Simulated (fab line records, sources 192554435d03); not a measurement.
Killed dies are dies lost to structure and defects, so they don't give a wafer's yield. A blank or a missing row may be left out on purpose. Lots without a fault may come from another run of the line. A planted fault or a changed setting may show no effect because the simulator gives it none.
Which tool did it? | flow n5_finfet | 10 lots, 30 wafers sampled, at 5 steps of a route of 1938

WHAT THE GAUGES READ, wafer by wafer
N5_BEOL_M4_RC_MEAS_101. Usual: DIBL_N 36.3 mV/V, standard deviation 1.4; DIBL_P 36.2 mV/V, standard deviation 1.5; IOFF_N 0.160 nA/um, standard deviation 0.021; IOFF_P 0.211 nA/um, standard deviation 0.027; ION_N 676 uA/um, standard deviation 7.7; ION_P 463 uA/um, standard deviation 5.5; SS_N 71.4 mV/dec, standard deviation 0.57; SS_P 73.3 mV/dec, standard deviation 0.58; VT_N 249.3 mV, standard deviation 2.5; VT_P -250.1 mV, standard deviation 2.6.
lot  | measured     | on        | DIBL_N (mV/V)  | DIBL_P (mV/V)  | IOFF_N (nA/um)    | IOFF_P (nA/um)    | ION_N (uA/um) | ION_P (uA/um) | SS_N (mV/dec)  | SS_P (mV/dec)  | VT_N (mV)         | VT_P (mV)            | flag
L241 | day 7 19:00  | prober-01 | 34.3 35.3 36.3 | 34.3 34.4 35.6 | 0.147 0.144 0.168 | 0.183 0.182 0.192 | 673 667 679   | 460 455 460   | 71.0 71.3 72.2 | 73.4 73.5 73.1 | 249.2 251.0 247.8 | -253.5 -253.1 -251.2 |
L243 | day 8 18:29  | prober-01 | 34.7 35.4 35.9 | 35.4 35.5 36.0 | 0.147 0.154 0.162 | 0.193 0.193 0.212 | 674 673 676   | 461 457 463   | 70.8 71.6 71.6 | 72.1 73.2 72.9 | 249.7 250.8 249.0 | -250.8 -250.3 -249.7 |
L244 | day 8 15:43  | prober-02 | 37.4 37.2 37.6 | 37.7 36.4 37.6 | 0.176 0.156 0.172 | 0.234 0.216 0.230 | 681 669 673   | 472 460 465   | 71.2 71.7 71.4 | 74.2 74.4 73.6 | 245.6 251.1 246.3 | -246.2 -246.7 -246.6 |
L248 | day 9 22:33  | prober-01 | 37.1 35.9 36.6 | 35.6 34.0 34.4 | 0.154 0.139 0.144 | 0.203 0.198 0.193 | 673 677 665   | 460 469 468   | 71.1 70.9 70.8 | 73.5 72.5 72.9 | 250.1 249.1 248.3 | -250.2 -248.9 -249.8 |
L250 | day 10 06:29 | prober-02 | 34.5 34.5 34.8 | 35.8 35.7 36.1 | 0.155 0.148 0.159 | 0.194 0.189 0.199 | 687 685 690   | 471 462 467   | 71.6 71.3 71.2 | 72.5 72.8 73.2 | 249.1 249.6 249.1 | -251.3 -249.6 -253.2 |
L251 | day 11 04:47 | prober-01 | 34.8 37.6 35.2 | 33.4 37.7 33.9 | 0.129 0.172 0.131 | 0.172 0.227 0.173 | 665 680 677   | 459 464 459   | 71.0 71.2 71.1 | 72.6 73.9 72.5 | 253.6 246.5 250.5 | -249.8 -248.4 -249.7 |
L252 | day 10 22:40 | prober-01 | 34.4 36.0 35.0 | 35.3 37.7 35.8 | 0.131 0.168 0.136 | 0.202 0.234 0.205 | 670 674 660   | 464 470 456   | 71.1 71.9 71.7 | 72.9 74.5 73.6 | 252.5 247.5 252.5 | -251.6 -246.9 -250.2 |
L260 | day 12 12:07 | prober-02 | 35.1 35.0 34.2 | 33.6 34.5 33.2 | 0.140 0.153 0.135 | 0.178 0.185 0.174 | 667 680 668   | 459 460 455   | 70.2 71.4 70.4 | 72.8 73.0 72.7 | 251.3 246.7 249.4 | -250.3 -255.1 -253.7 |
L259 | day 12 19:37 | prober-02 | 35.0 35.2 38.0 | 34.3 34.6 37.7 | 0.146 0.144 0.191 | 0.194 0.202 0.251 | 679 667 679   | 467 462 467   | 70.6 70.2 70.8 | 72.6 72.6 73.4 | 249.2 249.8 243.9 | -249.9 -249.2 -248.9 |
L263 | day 13 20:19 | prober-01 | 36.9 36.1 37.2 | 37.2 36.4 37.9 | 0.179 0.162 0.189 | 0.233 0.231 0.242 | 680 683 687   | 468 469 471   | 71.7 71.4 72.7 | 73.4 74.0 74.3 | 249.0 249.9 247.6 | -246.6 -250.1 -248.8 |

WHICH TOOL RAN EACH LOT (tool, then ch and the chambers of the sampled wafers, then the start)
lot  | N5_BEOL_M3_SPUTTER_48        | N5_BEOL_M3_SPUTTER_79        | N5_BEOL_M3_SPUTTER_81        | N5_BEOL_M3_SPUTTER_88
L241 | pvd_sputter-03, day 7 04:35  | pvd_sputter-03, day 7 04:48  | pvd_sputter-03, day 7 05:01  | pvd_sputter-03, day 7 05:28
L243 | pvd_sputter-03, day 7 19:15  | pvd_sputter-03, day 7 19:28  | pvd_sputter-03, day 7 19:41  | pvd_sputter-03, day 7 23:53
L244 | pvd_sputter-02, day 7 19:22  | pvd_sputter-02, day 7 19:35  | pvd_sputter-02, day 7 19:48  | pvd_sputter-02, day 7 20:14
L248 | pvd_sputter-02, day 9 06:53  | pvd_sputter-02, day 9 07:07  | pvd_sputter-02, day 9 07:20  | pvd_sputter-02, day 9 07:46
L250 | pvd_sputter-02, day 9 16:39  | pvd_sputter-02, day 9 16:52  | pvd_sputter-02, day 9 17:05  | pvd_sputter-02, day 9 17:32
L251 | pvd_sputter-03, day 10 05:08 | pvd_sputter-03, day 10 05:21 | pvd_sputter-03, day 10 05:34 | pvd_sputter-03, day 10 06:01
L252 | pvd_sputter-01, day 10 06:19 | pvd_sputter-01, day 10 06:32 | pvd_sputter-01, day 10 06:46 | pvd_sputter-01, day 10 07:12
L260 | pvd_sputter-01, day 11 19:49 | pvd_sputter-01, day 11 20:02 | pvd_sputter-01, day 11 20:15 | pvd_sputter-01, day 11 20:41
L259 | pvd_sputter-03, day 11 22:25 | pvd_sputter-03, day 11 22:38 | pvd_sputter-03, day 11 22:51 | pvd_sputter-03, day 11 23:17
L263 | pvd_sputter-03, day 13 01:14 | pvd_sputter-03, day 13 01:27 | pvd_sputter-03, day 13 01:40 | pvd_sputter-03, day 13 02:07
- N5_BEOL_M3_SPUTTER_48: material Cu, target thk 4.5 nm, time 8.29 s.
- N5_BEOL_M3_SPUTTER_79: material Cu, target thk 4.5 nm, time 8.29 s.
- N5_BEOL_M3_SPUTTER_81: material Cu, target thk 4.5 nm, time 8.29 s.
- N5_BEOL_M3_SPUTTER_88: material Cu, target thk 4.5 nm, time 8.29 s.

WHAT THE TOOLS THEMSELVES READ (means of the sampled wafers that have a number; where no wafer has one, the mark that the record gives instead)
N5_BEOL_M3_SPUTTER_48. Usual: chamber_pressure_pa 0.06999 Pa, standard deviation 0.00012; chuck_gas_flow_sccm 1.27 sccm, standard deviation 0.053; throttle_valve_pct 30.1 %, standard deviation 0.92.
lot  | tool           | chamber_pressure_pa (Pa) | chuck_gas_flow_sccm (sccm) | throttle_valve_pct (%) | flag
L241 | pvd_sputter-03 | 0.07014                  | 1.27                       | 30.0                   |
L243 | pvd_sputter-03 | 0.07006                  | 1.25                       | 29.5                   |
L244 | pvd_sputter-02 | 0.06986                  | 1.26                       | 29.9                   |
L248 | pvd_sputter-02 | 0.07008                  | 1.31                       | 30.1                   |
L250 | pvd_sputter-02 | 0.07006                  | 1.25                       | 29.7                   |
L251 | pvd_sputter-03 | 0.06991                  | 1.27                       | 30.6                   |
L252 | pvd_sputter-01 | 0.07002                  | 1.25                       | 29.3                   |
L260 | pvd_sputter-01 | 0.07004                  | 1.32                       | 30.9                   |
L259 | pvd_sputter-03 | 0.07004                  | 1.23                       | 30.1                   |
L263 | pvd_sputter-03 | 0.06993                  | 1.29                       | 30.0                   |

N5_BEOL_M3_SPUTTER_79. Usual: chamber_pressure_pa 0.07002 Pa, standard deviation 0.00014; chuck_gas_flow_sccm 1.26 sccm, standard deviation 0.053; throttle_valve_pct 30.2 %, standard deviation 0.93.
lot  | tool           | chamber_pressure_pa (Pa) | chuck_gas_flow_sccm (sccm) | throttle_valve_pct (%) | flag
L241 | pvd_sputter-03 | 0.06998                  | 1.28                       | 29.7                   |
L243 | pvd_sputter-03 | 0.06997                  | 1.21                       | 29.6                   |
L244 | pvd_sputter-02 | 0.07000                  | 1.31                       | 29.8                   |
L248 | pvd_sputter-02 | 0.07002                  | 1.29                       | 30.2                   |
L250 | pvd_sputter-02 | 0.07013                  | 1.30                       | 29.6                   |
L251 | pvd_sputter-03 | -                        | -                          | -                      | OFF
L252 | pvd_sputter-01 | -                        | -                          | -                      | OFF
L260 | pvd_sputter-01 | 0.07005                  | 1.27                       | 30.9                   |
L259 | pvd_sputter-03 | 0.06994                  | 1.24                       | 30.1                   |
L263 | pvd_sputter-03 | 0.07011                  | 1.34                       | 30.0                   |

N5_BEOL_M3_SPUTTER_81. Usual: chamber_pressure_pa 0.07002 Pa, standard deviation 0.00016; chuck_gas_flow_sccm 1.27 sccm, standard deviation 0.053; throttle_valve_pct 30.2 %, standard deviation 0.94.
lot  | tool           | chamber_pressure_pa (Pa) | chuck_gas_flow_sccm (sccm) | throttle_valve_pct (%) | flag
L241 | pvd_sputter-03 | 0.06992                  | 1.27                       | 30.0                   |
L243 | pvd_sputter-03 | 0.07003                  | 1.26                       | 29.6                   |
L244 | pvd_sputter-02 | 0.06988                  | 1.26                       | 29.8                   |
L248 | pvd_sputter-02 | 0.07001                  | 1.25                       | 30.2                   |
L250 | pvd_sputter-02 | 0.07008                  | 1.26                       | 29.6                   |
L251 | pvd_sputter-03 | 0.06994                  | 1.29                       | 30.4                   |
L252 | pvd_sputter-01 | 0.06998                  | 1.24                       | 29.2                   |
L260 | pvd_sputter-01 | 0.07006                  | 1.22                       | 31.0                   |
L259 | pvd_sputter-03 | 0.06998                  | 1.27                       | 30.1                   |
L263 | pvd_sputter-03 | 0.07002                  | 1.31                       | 30.0                   |

N5_BEOL_M3_SPUTTER_88. Usual: chamber_pressure_pa 0.06998 Pa, standard deviation 0.00014; chuck_gas_flow_sccm 1.27 sccm, standard deviation 0.053; throttle_valve_pct 30.1 %, standard deviation 0.93.
lot  | tool           | chamber_pressure_pa (Pa) | chuck_gas_flow_sccm (sccm) | throttle_valve_pct (%) | flag
L241 | pvd_sputter-03 | 0.06998                  | 1.33                       | 30.0                   |
L243 | pvd_sputter-03 | 0.06993                  | 1.27                       | 29.7                   |
L244 | pvd_sputter-02 | 0.06994                  | 1.28                       | 29.7                   |
L248 | pvd_sputter-02 | 0.07005                  | 1.26                       | 30.2                   |
L250 | pvd_sputter-02 | 0.06996                  | 1.26                       | 29.7                   |
L251 | pvd_sputter-03 | 0.06990                  | 1.29                       | 30.3                   |
L252 | pvd_sputter-01 | 0.07005                  | 1.28                       | 29.3                   |
L260 | pvd_sputter-01 | 0.07003                  | 1.31                       | 31.1                   |
L259 | pvd_sputter-03 | 0.06997                  | 1.23                       | 29.9                   |
L263 | pvd_sputter-03 | 0.06991                  | 1.24                       | 29.9                   |

THE ANSWER, worked out from the rows above alone
Rule: a lot is off if the mean of its wafers that have a number lies more than 3 standard deviations from the usual mean. A lot without any number at a reading at which 4 lots or more have one is off too. The other lots that the step has rows for count as sound. The gauges are gone through in route order, then the tools' own readings, and for those a lot's mean is taken as printed above. The first step at which some lot is off is used, and at that step the reading that is off furthest; a lot without a number counts as furthest.
Off: L251, L252, at N5_BEOL_M3_SPUTTER_79 (chamber_pressure_pa). Without a number there: L251, L252.
A tool fits if, at that step or a process step before it, it ran every lot that is off, and no sound lot after the first of them. None of those tried fits.

WHAT THE SIMULATOR HAD PUT IN
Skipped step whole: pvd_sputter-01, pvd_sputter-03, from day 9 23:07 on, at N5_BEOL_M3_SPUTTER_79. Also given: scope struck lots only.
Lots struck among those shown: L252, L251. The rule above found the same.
